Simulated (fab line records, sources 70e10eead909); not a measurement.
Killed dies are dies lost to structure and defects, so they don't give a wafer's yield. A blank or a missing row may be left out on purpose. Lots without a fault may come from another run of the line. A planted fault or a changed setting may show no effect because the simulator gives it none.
Chamber matching | flow nand_harc | NHARC_A_CHANNEL_FILL_D1_STRIP_28 on rie_diel-04: 4 sister chambers
The step strips in O2, time 20 s. 20 wafers are shown with their chamber, then 10 later ones without.

WAFERS WITH THEIR CHAMBER
wafer  | chamber | showerhead_plenum_p_Torr (Torr) | rf_vpp_V (V) | oes_product_au (a.u.)
L075.3 | 2       | 3.68                            | 56.8         | 0.989
L075.4 | 0       | 3.33                            | 55.7         | 0.987
L075.6 | 2       | 3.68                            | 59.1         | 1.000
L079.1 | 1       | 3.60                            | 58.0         | 0.996
L079.2 | 3       | 3.53                            | 57.0         | 1.002
L079.4 | 2       | 3.68                            | 60.2         | 1.009
L082.1 | 3       | 3.53                            | 58.7         | 0.999
L082.2 | 1       | 3.60                            | 55.4         | 0.998
L082.3 | 2       | 3.68                            | 58.4         | 1.007
L084.2 | 1       | 3.60                            | 57.8         | 0.993
L084.3 | 2       | 3.68                            | 58.7         | 0.992
L084.5 | 2       | 3.68                            | 57.1         | 1.001
L088.1 | 2       | 3.68                            | 58.6         | 0.996
L088.5 | 0       | 3.33                            | 57.5         | 1.004
L088.6 | 1       | 3.60                            | 59.1         | 0.995
L086.2 | 1       | 3.60                            | 58.1         | 0.988
L086.3 | 3       | 3.53                            | 57.3         | 0.995
L086.5 | 0       | 3.33                            | 56.9         | 1.002
L092.1 | 0       | 3.32                            | 57.8         | 1.016
L092.5 | 2       | 3.68                            | 58.1         | 1.016

SIGNATURES (means of the wafers above)
reading                  | chamber 0 | chamber 1 | chamber 2 | chamber 3 | scatter within a chamber
showerhead_plenum_p_Torr | 3.3275    | 3.6000    | 3.6800    | 3.5300    | 0.00217
rf_vpp_V                 | 56.975    | 57.680    | 58.375    | 57.667    | 1.12
oes_product_au           | 1.00225   | 0.99400   | 1.00125   | 0.99867   | 0.00823
Rule: a wafer's distance from a chamber is the root of the sum, over the readings, of the square of ((its reading less the chamber's mean) divided by the reading's scatter). The wafer belongs to the nearest chamber; if the next one is less than 2 further off, it can't be placed. The scatter: the root of (the sum of the squares of (reading less its chamber's mean) over the shown wafers, divided by (wafers less chambers)).

WAFERS WITHOUT THEIR CHAMBER
wafer  | showerhead_plenum_p_Torr (Torr) | rf_vpp_V (V) | oes_product_au (a.u.)
L092.6 | 3.60                            | 57.6         | 1.012
L093.1 | 3.68                            | 59.4         | 1.007
L093.3 | 3.60                            | 57.7         | 1.002
L093.5 | 3.32                            | 57.2         | 1.014
L095.1 | 3.60                            | 58.2         | 1.002
L095.2 | 3.53                            | 58.1         | 0.999
L095.5 | 3.53                            | 58.3         | 1.010
L096.1 | 3.68                            | 58.6         | 1.003
L096.2 | 3.60                            | 57.9         | 0.993
L096.3 | 3.32                            | 57.1         | 1.004

WHICH CHAMBER EACH WENT THROUGH
wafer  | from the rows above | in truth
L092.6 | 1                   | 1
L093.1 | 2                   | 2
L093.3 | 1                   | 1
L093.5 | 0                   | 0
L095.1 | 1                   | 1
L095.2 | 3                   | 3
L095.5 | 3                   | 3
L096.1 | 2                   | 2
L096.2 | 1                   | 1
L096.3 | 0                   | 0
Placed correctly: 10 of 10. Can't be placed from these rows: 0. Placed wrongly: 0.
